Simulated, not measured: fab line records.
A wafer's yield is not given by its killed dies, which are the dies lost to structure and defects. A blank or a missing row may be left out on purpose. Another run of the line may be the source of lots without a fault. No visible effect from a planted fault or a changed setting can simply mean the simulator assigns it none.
One fault seen from 2 desks :: flow n5-finfet :: each desk has only its own numbers; what lay behind them comes last

METROLOGY DESK
Lot by lot, what the gauges showed, no matter which tool ran the lot: averages of those sampled wafers that carry a number. If a lot's mean is further than 4 standard deviations from the usual mean, the lot is out of limits and carries the mark OUT (the distance appears in the brackets).
Columns: A = thk-nm at N5_STI_FIN_REVEAL_THK_MEAS_05, usual 131.6 nm; B = cd-nm at N5_STI_FIN_REVEAL_CD_MEAS_22, usual 6.2 nm; C = trench-depth-nm at N5_STI_FIN_REVEAL_FIN_H_MEAS_10, usual 52.3 nm
lot: L140
first seen here: day 2 09:10
A: 132.2
B: 6.3
C: 52.5

lot: L145
first seen here: day 3 16:07
A: 132.6
B: 6.4
C: 51.7

lot: L146
first seen here: day 3 22:52
A: 131.9
B: 6.1
C: 52.4

lot: L155
first seen here: day 6 03:19
A: 133.2
B: 6.4
C: 49.0 (-4.3) OUT

lot: L157
first seen here: day 6 16:23
A: 131.3
B: 6.3
C: 47.4 (-6.3) OUT

lot: L163
first seen here: day 8 03:39
A: 131.2
B: 6.2
C: 51.9
This desk's verdict: out of limits on L155, L157, starting with L155 at day 6 06:31 (trench-depth-nm at N5_STI_FIN_REVEAL_FIN_H_MEAS_10). In limits: L140, L145, L146, L163.

FOR THE TOOL OWNER'S DESK: vapor-etch-01
The tool's own readings at N5_STI_FIN_REVEAL_RECESS_09 (chemistry HF/NH3, target SiO2, afs cycles 11, target depth 42.5 nm, sublimation time 60 s): means of the sampled wafers that have a number, for each lot that ran on this tool. If a lot's mean is further than 4 standard deviations from the usual mean, the lot is out of limits and carries the mark OUT (the distance appears in the brackets).
Columns: A = drypump-motor-current-A at N5_STI_FIN_REVEAL_RECESS_09, usual 6.15 A; B = temp-c at N5_STI_FIN_REVEAL_RECESS_09, usual 30.03 C
lot: L145
first seen here: day 3 17:19
A: 5.89
B: 30.03

lot: L146
first seen here: day 3 23:27
A: 5.90
B: 30.06

lot: L155
first seen here: day 6 03:48
A: 5.90
B: 33.39 (+31) OUT

lot: L157
first seen here: day 6 16:53
A: 5.89
B: 33.29 (+30) OUT
This desk's verdict: out of limits on L155, L157, starting with L155 at day 6 03:48 (temp-c at N5_STI_FIN_REVEAL_RECESS_09). In limits: L145, L146.

ALL TOGETHER
On L155, L157, at day 6 03:48, an alarm was possible from the tool owner's desk.
Metrology desk: alarm possible at day 6 06:31 on L155, L157.
All the named lots went through N5_STI_FIN_REVEAL_RECESS_09 on vapor-etch-01.

WHAT THE SIMULATOR HAD PUT IN
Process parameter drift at N5_STI_FIN_REVEAL_RECESS_09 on vapor-etch-01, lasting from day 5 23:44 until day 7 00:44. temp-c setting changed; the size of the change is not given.
Struck lots among those shown: L155, L157.
Counting hours from when the fault started, the first reading out of limits came at 4 for the tool owner's desk and at 7 for the metrology desk.
